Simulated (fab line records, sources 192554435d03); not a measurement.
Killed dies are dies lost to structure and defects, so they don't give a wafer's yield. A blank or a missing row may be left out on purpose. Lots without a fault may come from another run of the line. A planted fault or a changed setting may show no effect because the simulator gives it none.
Split-lot experiment | flow n5_finfet | 7 lots, 21 wafers read, on a route of 1938 steps

THE SPLIT
At N5_MOL_CONTACT_COAG_VIA_ETCH_46 (etches SiO2 in C4F6/O2, target depth 46 nm, overetch 9.2 nm, time 40 s), the setting bias_w was moved away from the recipe's 455 W on 4 of the 21 wafers read, by -11.6% to +14.9%. The other wafers ran this setting at the recipe's value.

The reading is taken at the split's own step.

THE READING
rf_vpp_V, in V, at N5_MOL_CONTACT_COAG_VIA_ETCH_46 (etches SiO2 in C4F6/O2, target depth 46 nm, overetch 9.2 nm, time 40 s). Fault-free wafers of this fab line usually give 1578 V, standard deviation 10 V.

wafer  | tool, chamber at the split | bias_w as run, W | against the recipe | rf_vpp_V, V | against lot-mates on the recipe
L075.2 | rie_diel-04, 1             | 455              | recipe             | 1581        | -
L075.4 | rie_diel-04, 0             | 455              | recipe             | 1577        | -
L075.6 | rie_diel-04, 0             | 455              | recipe             | 1575        | -
L077.2 | rie_diel-01, 0             | 455              | recipe             | 1581        | -
L077.3 | rie_diel-01, 3             | 455              | recipe             | 1568        | -
L077.6 | rie_diel-01, 2             | 455              | recipe             | 1587        | -
L085.3 | rie_diel-01, 2             | 522.6            | +14.9%             | 1757        | +182
L085.4 | rie_diel-01, 0             | 455              | recipe             | 1582        | -
L085.6 | rie_diel-01, 3             | 455              | recipe             | 1569        | -
L087.2 | rie_diel-06, 2             | 402.3            | -11.6%             | 1430        | -148
L087.3 | rie_diel-06, 3             | 455              | recipe             | 1578        | -
L087.6 | rie_diel-06, 0             | 402.3            | -11.6%             | 1449        | -129
L090.2 | rie_diel-04, 3             | 455              | recipe             | 1582        | -
L090.5 | rie_diel-04, 2             | 455              | recipe             | 1590        | -
L090.6 | rie_diel-04, 3             | 455              | recipe             | 1583        | -
L094.2 | rie_diel-06, 3             | 455              | recipe             | 1577        | -
L094.3 | rie_diel-06, 0             | 455              | recipe             | 1591        | -
L094.6 | rie_diel-06, 0             | 410.7            | -9.7%              | 1474        | -110
L096.1 | rie_diel-04, 1             | 455              | recipe             | 1580        | -
L096.2 | rie_diel-04, 2             | 455              | recipe             | 1591        | -
L096.4 | rie_diel-04, 3             | 455              | recipe             | 1584        | -

THE FIT
A straight line over all 21 wafers: rf_vpp_V changes by +11.9 V for each +1% of bias_w; r = +0.99; the points scatter about the line by 7.3 V.
The same after taking each lot's own level away (the mean of its wafers on the recipe; 21 wafers): +12 V for each +1%; r = +1.00; scatter 6.2 V.
On that fit, the largest move of bias_w shifts the reading by 1.8e+02 V.
The lots' own levels span 1575.5 to 1585.0 V, that is 0.9 times the standard deviation above.
So the lot-to-lot level changes the slope little: the two slopes agree.
Check: with one of the wafers moved furthest among these (+14.9%) left out of the fit, the line predicts +175 V for it against its lot-mates. It came out at +182 V against them.
Tool readings at the split's step, against how far the setting was moved: rf_vpp_V r = +0.99.

OTHER SPLITS ON THESE WAFERS
These wafers also went through other splits before the reading. Each is held against what the fit with the lots' levels taken away leaves over:
other split on the same wafers | wafers away from the commonest value | r with rf_vpp_V (lot level and that fit taken away)
N5_FIN_SAQP_FIN_ETCH_36 icp_w  | 10                                   | +0.25
N5_DUMMY_GATE_HM_DEP_06 time_s | 18                                   | +0.01
N5_DUMMY_GATE_COAT_35 spin_rpm | 6                                    | +0.16
N5_SD_EPI_P_PEB_07 peb_time_s  | 9                                    | -0.19
N5_SDB_COAT_03 spin_rpm        | 9                                    | +0.32

THE FILE'S OWN FIT
rf_vpp_V changes by +12 V for each +1% of bias_w, r = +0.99.
